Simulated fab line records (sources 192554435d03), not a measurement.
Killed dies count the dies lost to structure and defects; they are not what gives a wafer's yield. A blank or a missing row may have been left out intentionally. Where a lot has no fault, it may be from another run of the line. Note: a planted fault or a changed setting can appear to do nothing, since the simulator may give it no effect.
fab line records | flow n5Finfet
[record] lots = 3 | wafers = 9 | lastDay = 16
route steps=1938 shown BEOL_M4@1099 BEOL_M5@1112 BEOL_M8@1332 PASSIVATION@1936
lots that met no fault: from a run of the same line without faults
startH: the number of hours between the record's first day and the start of the first shown wafer of the lot | waitH: hours from the lot's prior step to this one | " unchanged from the row above | L1.1+2: several wafers, shown together as one row | - no value, or no start was given | * or withheld: withheld | < > ~ a bound
route shown NAME@n: a module of which the file shows steps, and the number in the route of the first | usual: mean/standard deviation of fault-free wafers | same: alike in all rows | chamber/n: place in a boat | sites: readings site by site | _std_site: standard deviation of those values | _edge_site: outer sites' mean less inner sites' | radiusMm: for every site, how far away it sits from the centre of the wafer | mask NAME#n: copy n | behind: tool/chamber where the wafer was last shaped | hold: cause of the lot's hold/its duration in hours/its outcome | device: names the non-switching transistor (n, p or np) | end of line: the same wafers' tests at the end of the route | a step with no rows: only its recipe | killed: dies lost to structure and defects at the first sort, not the wafer's yield | map: the dies of a wafer, with x for killed, . for not killed, _ for no die there
set.NAME: the run value of the setting; set.NAME@STEP: its run value at that earlier step | model.NAME: the simulator's own value behind a step, which no gauge read
certain route steps with their lots: each step a table, each wafer a row
services: a tool's chamber out of use, with start hour (startH, from the record's first day; less than 0 if before it), hours out, and reason
[[steps]]
[step N5_BEOL_M4_ANNEAL_95]
[recipe] tempC = 400 | timeS = 240 | ambient = vacuum
[step N5_BEOL_M4_SPUTTER_96]
[recipe] material = Cu | targetThkA = 45 | tempC = -20 | chamberPressurePa = 0.07 | powerW = withheld | timeS = 8.29
[step N5_BEOL_M4_ECD_50]
[recipe] material = Cu | targetThkA = 3000
[step N5_BEOL_M4_ANNEAL_51]
[recipe] tempC = 225 | timeS = 90 | ambient = N2
[step N5_BEOL_M4_CMP_52]
[recipe] stopOn = SiOC | tOverpolishS = 6.8 | downForcePsi = 1 | platenRpm = 50 | clearingPlatenDownForcePsi = 1.5 | clearingPlatenRpm = 50 | postCmpClean = cuAlkaline | targetThkNm = 40 | clearingPlatenPadVelocityMS = 0.99484 | padVelocityMS = 0.99484
[step N5_BEOL_M4_PRE_CLEAN_60]
[recipe] gas = NH3/H2 | timeS = 15 | tempC = * | rfPowerW = 300
[step N5_BEOL_M4_CO_CAP_55]
[recipe] material = Co | targetThkA = 20 | tempC = 200 | precursor = CCTBA/H2 | pressureTorr = 30 | timeS = 102.1
[step N5_BEOL_M4_PRE_CLEAN_56]
[recipe] gas = NH3 | timeS = 15 | tempC = withheld | rfPowerW = 300
[step N5_BEOL_M4_DEP_57]
[recipe] material = SiCN | targetThkA = 80 | tempC = withheld | precursor = 3MS/NH3 | pressureTorr = 3 | rfW = 202 | timeS = 14
[step N5_BEOL_M4_RC_MEAS_101]
[usual] DIBL_N = 37.4/2.1 | DIBL_P = 37.8/2.5 | IOFF_N = 0.19/0.045 | IOFF_P = 0.24/0.05 | ION_N = 682/16 | ION_P = 467/11 | SS_N = 71.9/0.67 | SS_P = 73.6/0.76 | VT_N = 247/3.6 | VT_P = -248/3.6
lot.wafer | tool      | chamber | startH | waitH | DIBL_N[mV/V] | DIBL_P[mV/V] | IOFF_N[nA/um] | IOFF_P[nA/um] | ION_N[uA/um] | ION_P[uA/um] | SS_N[mV/dec] | SS_P[mV/dec] | VT_N[mV] | VT_P[mV]
L473.3    | prober-02 | 0       | 212.78 | 0.3   | 35.2         | 37.9         | 0.16          | 0.23          | 687          | 483          | 71.8         | 73.0         | 248      | -249
L473.4    | "         | 0       | "      | "     | 39.3         | 40.2         | 0.25          | 0.25          | 679          | 455          | 72.5         | 74.0         | 244      | -247
L473.6    | "         | 0       | "      | "     | 36.9         | 39.5         | 0.19          | 0.25          | 690          | 472          | 72.3         | 74.2         | 246      | -248
L480.1    | prober-02 | 0       | 254.64 | 0.9   | 36.9         | 37.0         | 0.17          | 0.20          | 672          | 455          | 72.0         | 73.3         | 246      | -252
L480.5    | "         | 0       | "      | "     | 36.3         | 35.6         | 0.18          | 0.19          | 668          | 445          | 71.6         | 73.0         | 249      | -254
L480.6    | "         | 0       | "      | "     | 37.3         | 36.5         | 0.18          | 0.19          | 663          | 452          | 72.1         | 73.0         | 247      | -254
L483.1    | prober-02 | 0       | 277.89 | 0.0   | 36.5         | 36.2         | 0.16          | 0.21          | 671          | 456          | 71.4         | 73.0         | 248      | -249
L483.5    | "         | 0       | "      | "     | 35.5         | 37.2         | 0.16          | 0.24          | 666          | 464          | 70.8         | 74.1         | 249      | -247
L483.6    | "         | 0       | "      | "     | 36.3         | 37.7         | 0.18          | 0.25          | 696          | 480          | 71.7         | 74.1         | 248      | -246
[step N5_BEOL_M5_ILD_DEP_00]
[recipe] material = SiCOH_lowk | targetThkA = 1406.4 | tempC = 300 | precursor = DEMS/porogen | pressureTorr = 5 | rfW = 500 | timeS = 25.9
[step N5_BEOL_M5_CURE_79]
[recipe] tempC = 385 | timeS = 240 | ambient = He/Ar | material = SiCOH_lowk
[step N5_BEOL_M5_PECVD_70]
[recipe] material = SiO2 | targetThkA = 160 | tempC = 400 | precursor = TEOS/O2 | pressureTorr = 5.5 | rfW = 450 | teosFlowSccm = 53.8 | gas = O2 | flowSccm = 3000 | timeS = 18
[step N5_BEOL_M5_HM_DEP_02]
[recipe] material = TiN | targetThkA = 200 | tempC = 25 | chamberPressurePa = 0.49996
[step N5_BEOL_M5_COAT_59]
[recipe] resist = SOC | tempC = 250 | timeS = 60 | spinRpm = 1500 | resistThkNm = 60
[step N5_BEOL_M5_COAT_60]
[recipe] resist = SiARC | tempC = 220 | timeS = 60 | spinRpm = 1500 | resistThkNm = 12
[step N5_BEOL_M5_COAT_71]
[recipe] resist = underlayer | tempC = 205 | timeS = 60 | spinRpm = 1500 | resistThkNm = 5
[step N5_BEOL_M5_COAT_05]
[recipe] resist = CAR-EUV | spinRpm = 1500 | resistThkNm = 30
[step N5_BEOL_M5_EBR_07]
[recipe] solvent = PGMEA | ebrWidthMm = 1.5
[step N5_BEOL_M5_SOFTBAKE_06]
[recipe] tempC = 110 | timeS = 60 | resist = CAR-EUV
[step N5_BEOL_M5_EXPOSE_08]
[recipe] maskId = M5 | na = 0.33 | sourceShape = annular | sigmaInner = 0.4 | sigmaOuter = 0.8 | polarization = unpolarized | targetCdNm = 28 | doseMj = 35.75
[step N5_BEOL_M5_PEB_09]
[recipe] pebTempC = 100 | pebTimeS = 60 | resist = CAR-EUV
[step N5_BEOL_M5_DEVELOP_10]
[recipe] developTimeS = 30 | developer = TMAH | resist = CAR-EUV | rinseLiquid = surfactantRinse | dry = airSpin | devTempC = 23
[step N5_BEOL_M5_DESCUM_16]
[recipe] chemistry = O2 | timeS = 7 | sourcePowerW = 50 | biasPowerW = 20 | pressureMtorr = 20 | rfFrequencyHz = 2.712e+07 | tempC = 40 | resist = CAR-EUV | o2FlowSccm = 225
[step N5_BEOL_M5_ETCH_72]
[recipe] chemistry = N2/H2 | target = underlayer | targetDepthA = 65 | maskMaterial = CAR-EUV | timeS = 5.2 | ionEnergyEv = 200 | pressureMtorr = 30 | sourceW = 840 | biasW = 150 | n2FlowSccm = 200 | h2FlowSccm = 200 | ends = cleared
[step N5_BEOL_M5_ETCH_61]
[recipe] chemistry = CF4 | target = SiARC | targetDepthA = 156 | maskMaterial = CAR-EUV | timeS = 26 | ionEnergyEv = 80 | pressureMtorr = 40 | sourceW = 545 | biasW = 36 | Ar_flow_sccm = 100 | cf4FlowSccm = 100 | ends = cleared
[step N5_BEOL_M5_ETCH_62]
[recipe] chemistry = N2/H2 | target = SOC | targetDepthA = 750 | overetchA = 150 | maskMaterial = SiARC | tempC = 40 | timeS = 112.5 | ionEnergyEv = 200 | pressureMtorr = 30 | sourceW = 840 | biasW = 150 | n2FlowSccm = 200 | h2FlowSccm = 200
[step N5_BEOL_M5_STRIP_63]
[recipe] chemistry = N2/H2 | tempC = 40 | n2FlowSccm = 200 | h2FlowSccm = 200 | rfFrequencyHz = 6e+07
[step N5_BEOL_M5_STRIP_73]
[recipe] chemistry = N2/H2 | tempC = 40 | n2FlowSccm = 200 | h2FlowSccm = 200 | rfFrequencyHz = 6e+07
[step N5_BEOL_M5_STRIP_64]
[recipe] chemistry = CF4 | resist = SiARC | powerW = 300 | biasPowerW = 75 | pressureMtorr = 50 | cf4FlowSccm = 150 | rfFrequencyHz = 6e+07
[step N5_BEOL_M5_HM_OPEN_17]
[recipe] chemistry = Cl2/BCl3 | targetDepthA = 200 | overetchA = 60 | target = TiN | maskMaterial = SOC | ionEnergyEv = 150 | pressureMtorr = 10 | icpW = 1000 | biasW = 126 | Cl2_flow_sccm = 53.25 | bcl3FlowSccm = 21.75 | Ar_flow_sccm = 25
[step N5_BEOL_M5_STRIP_19]
[recipe] chemistry = O2 | powerW = 400 | tempC = 40 | pressureMtorr = 30 | rfFrequencyHz = 6e+07 | biasPowerW = 0 | overashFraction = 0.2 | o2FlowSccm = 225
[step N5_BEOL_M5_COAT_65]
[recipe] resist = SOC | tempC = 250 | timeS = 60 | spinRpm = 1500 | resistThkNm = 60
[step N5_BEOL_M5_COAT_66]
[recipe] resist = SiARC | tempC = 220 | timeS = 60 | spinRpm = 1500 | resistThkNm = 12
[step N5_BEOL_M8_ILD_DEP_00]
[recipe] material = SiCOH_lowk | targetThkA = 1797.5 | tempC = 300 | precursor = DEMS/porogen | pressureTorr = 5 | rfW = 500 | timeS = 33.4
[usual] heaterPowerW = 324/76 | rfFwdPowerW = 495.4/1.6 | showerheadPlenumPTorr = 5.751/0.02 | throttleValvePct = 13.7/0.44
lot.wafer | tool     | chamber | startH | waitH | heaterPowerW | rfFwdPowerW | showerheadPlenumPTorr | throttleValvePct | model.SiCOH_lowk_of_BEOL_M8_ILD_DEP_00.thkNm
L473.3    | pecvd-02 | 0       | 238.42 | 0.0   | 244          | 494.1       | 5.755                 | 14.2             | 179.6
L473.4    | "        | 0       | "      | "     | 244          | 492.9       | 5.757                 | 14.2             | 183.8
L473.6    | "        | 1       | "      | "     | 294          | 496.1       | 5.759                 | 14.5             | 180.8
L480.1    | pecvd-02 | 1       | 285.81 | 0.0   | 315          | 494.1       | 5.762                 | 14.7             | 177.8
L480.5    | "        | 0       | "      | "     | 225          | 495.5       | 5.750                 | 14.3             | 273
L480.6    | "        | 2       | "      | "     | 258          | 497.2       | 5.703                 | 13.9             | 181.8
L483.1    | pecvd-01 | 0       | 309.13 | 0.0   | 391          | 495.7       | 5.772                 | 13.7             | 180.4
L483.5    | "        | 0       | "      | "     | 411          | 493.7       | 5.782                 | 13.3             | 182.8
L483.6    | "        | 1       | "      | "     | 248          | 494.6       | 5.734                 | 13.5             | 183.2
[step N5_BEOL_M8_THK_MEAS_01]
[recipe] reads = SiCOH_lowk_of_BEOL_M8_ILD_DEP_00
[usual] M8_ILD_THK = 155.1/2.2
lot.wafer | tool         | chamber | startH | waitH | M8_ILD_THK[nm]
L473.3    | filmMetro-01 | -       | 238.99 | 0.3   | 154.8
L473.4    | "            | -       | "      | "     | 158.5
L473.6    | "            | -       | "      | "     | 155.9
L480.1    | filmMetro-01 | -       | 286.39 | 0.4   | 153.3
L480.5    | "            | -       | "      | "     | 236.6
L480.6    | "            | -       | "      | "     | 157.0
L483.1    | filmMetro-02 | -       | 309.70 | 0.4   | 155.7
L483.5    | "            | -       | "      | "     | 157.6
L483.6    | "            | -       | "      | "     | 158.0
[step N5_BEOL_M8_CMP_52]
[recipe] stopOn = SiCOH_lowk | tOverpolishS = 6.9 | downForcePsi = 1 | platenRpm = 50 | clearingPlatenDownForcePsi = 1.5 | clearingPlatenRpm = 50 | postCmpClean = cuAlkaline | targetThkNm = 80 | clearingPlatenPadVelocityMS = 0.99484 | padVelocityMS = 0.99484
[usual] clearingPlatenRpm = 50.002/0.024 | motorCurrentA = 6.1/0.56 | padLifeWafers = 960/730
lot.wafer | tool   | chamber | startH | waitH | clearingPlatenRpm | motorCurrentA | padLifeWafers | model.SiCOH_lowk_of_BEOL_M8_ILD_DEP_00.thkNm
L473.3    | cmp-04 | 0       | 245.27 | 0.2   | 49.997            | 5.6           | 1692          | 151.8
L473.4    | "      | 2       | "      | "     | 50.012            | 5.2           | 1694          | 155.6
L473.6    | "      | 1       | "      | "     | 50.014            | 6.7           | -             | 153
L480.1    | cmp-03 | 2       | 295.61 | 0.3   | 49.931            | 6.0           | 331           | 150.4
L480.5    | "      | 1       | "      | "     | 49.979            | 5.9           | -             | 233.6
L480.6    | "      | 2       | "      | "     | 50.026            | 6.2           | -             | 153.8
L483.1    | cmp-04 | 1       | 315.85 | 0.3   | 50.031            | 6.3           | 176           | 152.6
L483.5    | "      | 3       | "      | "     | 49.986            | 6.3           | -             | 154.6
L483.6    | "      | 0       | "      | "     | 49.962            | 5.6           | -             | 155
[step N5_PASSIVATION_PROBE_49]
[usual] defectLimitedYield = 90.9/1.6 | killed_at_M0_to_M3 = 34/10 | killed_at_M4_up = 13/5.4 | killedAtContacts = 13/6 | killedAtFrontEnd = 42/13 | killedAtOther = 4/3.2 | killedDies = 107/18 | killedOnRim = 14/4.2 | killedOpen = 69/14 | killedShort = 35/7.7 | sort_bin_5_function = 5.3/1 | sort_bin_6_memory = 3.3/0.75 | sortNPass = 1073/19 | sortYieldPct = 90.9/1.6
[same] grossDies = 1180 | killedAtBackSide = 0 | sort_bin_4_leakage[%] = 0 | sort_bin_8_speed[%] = 0
lot.wafer | tool      | chamber | startH | waitH | defectLimitedYield[%] | killed_at_M0_to_M3 | killed_at_M4_up | killedAtContacts | killedAtFrontEnd | killedAtOther | killedDies | killedOnRim | killedOpen | killedShort | sort_bin_5_function[%] | sort_bin_6_memory[%] | sortNPass | sortYieldPct[%]
L480.1    | prober-01 | -       | 357.41 | 0.0   | 91.2                  | 37                 | 7               | 6                | 50               | 4             | 104        | 14          | 65         | 38          | 4.7                    | 4.0                  | 1076      | 91.2
L480.5    | prober-01 | -       | 357.61 | 0.2   | 0                     | 49                 | 1083            | 10               | 35               | 3             | 1180       | 152         | 71         | 34          | 96.7                   | 3.0                  | 0         | 0
L480.6    | prober-01 | -       | 357.66 | 0.3   | 88.9                  | 48                 | 11              | 12               | 56               | 4             | 131        | 24          | 73         | 43          | 6.0                    | 4.1                  | 1049      | 88.9
L483.1    | prober-02 | -       | 374.66 | 0.0   | 89.0                  | 43                 | 12              | 8                | 57               | 10            | 130        | 22          | 82         | 38          | 7.2                    | 3.7                  | 1050      | 89.0
L483.5    | prober-02 | -       | 374.86 | 0.2   | 89.2                  | 45                 | 10              | 13               | 58               | 2             | 128        | 12          | 96         | 32          | 5.9                    | 4.8                  | 1052      | 89.2
L483.6    | prober-02 | -       | 374.91 | 0.3   | 89.4                  | 46                 | 13              | 10               | 47               | 9             | 125        | 17          | 89         | 33          | 6.8                    | 3.4                  | 1055      | 89.4
// killed by level:class
L480.1 STI_FIN_REVEAL:geometricParticle:open=13 BEOL_M1:geometricParticle:open=12 FIN_SAQP:geometricParticle:short=10 STI_FIN_REVEAL:geometricParticle:short=7 BEOL_M0_SAQP:geometricParticle:open=7 BEOL_M0_SAQP:geometricParticle:short=7 MOL_CONTACT_COAG:geometricParticle:open=6 FIN_SAQP:geometricParticle:open=5
L480.5 BEOL_M8:areaEtch=1075 BEOL_M0:geometricParticle:open=10 BEOL_M0_SAQP:geometricParticle:open=9 STI_FIN_REVEAL:geometricParticle:open=8 DUMMY_GATE:geometricParticle:open=8 BEOL_M0_SAQP:geometricParticle:short=7 MOL_CONTACT_COAG:geometricParticle:open=7 BEOL_M1:geometricParticle:open=7
L480.6 BEOL_M2:geometricParticle:open=12 MOL_CONTACT_COAG:geometricParticle:open=10 HKMG_FIN:areaEtch=10 FIN_SAQP:geometricParticle:short=9 BEOL_M0_SAQP:geometricParticle:open=9 STI_FIN_REVEAL:geometricParticle:open=8 BEOL_M0_SAQP:geometricParticle:short=5 BEOL_M1:geometricParticle:open=5
L483.1 FIN_SAQP:geometricParticle:open=15 STI_FIN_REVEAL:geometricParticle:open=12 BEOL_M3:geometricParticle:open=12 BEOL_M0_SAQP:geometricParticle:short=8 BEOL_M0_SAQP:geometricParticle:open=8 BEOL_M1:geometricParticle:open=8 FIN_CUT:areaEtch=8 GATE_CUT:geometricParticle:short=5
L483.5 FIN_SAQP:geometricParticle:open=18 STI_FIN_REVEAL:geometricParticle:open=17 BEOL_M2:geometricParticle:open=15 BEOL_M3:geometricParticle:open=10 MOL_CONTACT_COAG:geometricParticle:open=10 BEOL_M0_SAQP:geometricParticle:short=7 DUMMY_GATE:geometricParticle:open=5 FIN_SAQP:geometricParticle:short=4
L483.6 BEOL_M3:geometricParticle:open=16 STI_FIN_REVEAL:geometricParticle:open=12 BEOL_M0_SAQP:geometricParticle:short=7 BEOL_M0_SAQP:geometricParticle:open=7 BEOL_M2:geometricParticle:open=6 FIN_SAQP:geometricParticle:open=5 DUMMY_GATE:geometricParticle:open=5 SPACER0:geometricParticle:open=5
// map L480.5 (x killed, . not)
_________________xxxxxxxxxxxx________________
______________xxxxxxxxxxxxxxxxxx_____________
___________xxxxxxxxxxxxxxxxxxxxxxxx__________
__________xxxxxxxxxxxxxxxxxxxxxxxxxx_________
________xxxxxxxxxxxxxxxxxxxxxxxxxxxxxx_______
_______xxxxxxxxxxxxxxxxxxxxxxxxxxxxxxxx______
______xxxxxxxxxxxxxxxxxxxxxxxxxxxxxxxxxx_____
_____xxxxxxxxxxxxxxxxxxxxxxxxxxxxxxxxxxxx____
____xxxxxxxxxxxxxxxxxxxxxxxxxxxxxxxxxxxxxx___
___xxxxxxxxxxxxxxxxxxxxxxxxxxxxxxxxxxxxxxxx__
___xxxxxxxxxxxxxxxxxxxxxxxxxxxxxxxxxxxxxxxx__
__xxxxxxxxxxxxxxxxxxxxxxxxxxxxxxxxxxxxxxxxxx_
__xxxxxxxxxxxxxxxxxxxxxxxxxxxxxxxxxxxxxxxxxx_
_xxxxxxxxxxxxxxxxxxxxxxxxxxxxxxxxxxxxxxxxxxxx
_xxxxxxxxxxxxxxxxxxxxxxxxxxxxxxxxxxxxxxxxxxxx
_xxxxxxxxxxxxxxxxxxxxxxxxxxxxxxxxxxxxxxxxxxxx
_xxxxxxxxxxxxxxxxxxxxxxxxxxxxxxxxxxxxxxxxxxxx
_xxxxxxxxxxxxxxxxxxxxxxxxxxxxxxxxxxxxxxxxxxxx
_xxxxxxxxxxxxxxxxxxxxxxxxxxxxxxxxxxxxxxxxxxxx
_xxxxxxxxxxxxxxxxxxxxxxxxxxxxxxxxxxxxxxxxxxxx
_xxxxxxxxxxxxxxxxxxxxxxxxxxxxxxxxxxxxxxxxxxxx
__xxxxxxxxxxxxxxxxxxxxxxxxxxxxxxxxxxxxxxxxxx_
__xxxxxxxxxxxxxxxxxxxxxxxxxxxxxxxxxxxxxxxxxx_
___xxxxxxxxxxxxxxxxxxxxxxxxxxxxxxxxxxxxxxxx__
___xxxxxxxxxxxxxxxxxxxxxxxxxxxxxxxxxxxxxxxx__
____xxxxxxxxxxxxxxxxxxxxxxxxxxxxxxxxxxxxxx___
_____xxxxxxxxxxxxxxxxxxxxxxxxxxxxxxxxxxxx____
______xxxxxxxxxxxxxxxxxxxxxxxxxxxxxxxxxx_____
_______xxxxxxxxxxxxxxxxxxxxxxxxxxxxxxxx______
________xxxxxxxxxxxxxxxxxxxxxxxxxxxxxx_______
__________xxxxxxxxxxxxxxxxxxxxxxxxxx_________
___________xxxxxxxxxxxxxxxxxxxxxxxx__________
______________xxxxxxxxxxxxxxxxxx_____________
_________________xxxxxxxxxxxx________________
// map L473.4 (x killed, . not)
_________________x...........________________
______________.................._____________
___________...x...........x........__________
__________...............x.........._________
________...............x.....x........_______
_______............x................x..______
______.....x...x................x.x....._____
_____......x...............x...xx...x....____
____..xx......x.................xx........___
___..................x............xx.......__
___......................x.x...............__
__......x......x.x...x............x........._
__.......................x........x........._
_............................................
_...........x....x.......x.....x......x......
_..........x........................x........
_x..x.....x....x...x.x.........x..........x..
_..x.x.....x...............x.................
_.......x......x.x.x.........................
_...........x......x.........................
_..................x...........x.x..x........
__x.x..................x.....x..........x..._
__.....x...x.x...........x.................._
___.x.....x....xx...............x........x.__
___.............x..........................__
____....x.....x........................x..___
_____.........................x..........____
______.........x........x..............._____
_______...x..x.........................______
________..........xx.................._______
__________...............x..x......._________
___________x............x.xx.......__________
______________.................._____________
_________________............________________
[[services]]
tool     | chamber | startH | hours | kind
cmp-04   | -       | 224.79 | 1.5   | repair
pecvd-02 | -       | 239.60 | 1.0   | repair
pecvd-01 | -       | 242.73 | 2.0   | repair
cmp-03   | -       | 251.27 | 4.0   | pm
cmp-03   | -       | 255.27 | -     | consumableReplace:conditioner
cmp-03   | -       | 255.27 | -     | consumableReplace:pad
cmp-04   | -       | 263.30 | 0.7   | repair
pecvd-01 | 1       | 268.27 | 3.6   | repair
cmp-03   | -       | 272.64 | 0.3   | repair
cmp-04   | -       | 285.55 | 4.0   | pm
cmp-04   | -       | 289.55 | -     | consumableReplace:conditioner
cmp-04   | -       | 289.55 | -     | consumableReplace:pad
pecvd-01 | 2       | 314.61 | 4.8   | repair
[[key]]
[firstSign] step = N5_BEOL_M8_THK_MEAS_01 | reading = M8_ILD_THK | direction = up | sigmas = 38 | usual = 155.1 | struck = 236.6
[effect] step = N5_PASSIVATION_PROBE_49 | reading = killed_at_M4_up | direction = up | sigmas = 99+ | usual = 13 | struck = 1083
[modelEffect] step = N5_BEOL_M8_ILD_DEP_00 | value = SiCOH_lowk_of_BEOL_M8_ILD_DEP_00.thkNm | without = 182.2 | struck = 273
[modelEffect] step = N5_BEOL_M8_CMP_52 | value = SiCOH_lowk_of_BEOL_M8_ILD_DEP_00.thkNm | without = 154 | struck = 233.6
[moreKillsBornAt] N5_BEOL_M8_ETCH_41@rieDiel-01 = 1075
metAt N5_BEOL_M8_ILD_DEP_00
struckWafers L480.5
laterRowsLeftOut L480.5
[baselineLoss] step = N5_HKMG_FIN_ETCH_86 | wafers = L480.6
onsetBetween 238.42 285.81
[fault] kind = processParameterDrift | tool = pecvd-02 | chamber = 0 | onsetH = 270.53 | steps = N5_BEOL_M8_ILD_DEP_00 | channel = timeS | offset = * | shape = step | endH = 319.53 | actsIn = * | stated = *
// laterRowsLeftOut: the simulator's readings of these wafers behind a module that went badly wrong aren't trusted and aren't shown, but for the sort
// baselineLoss: these wafers lose ten dies or more at that step, a loss of the line's own and not of a fault; the sort's usual values leave them out
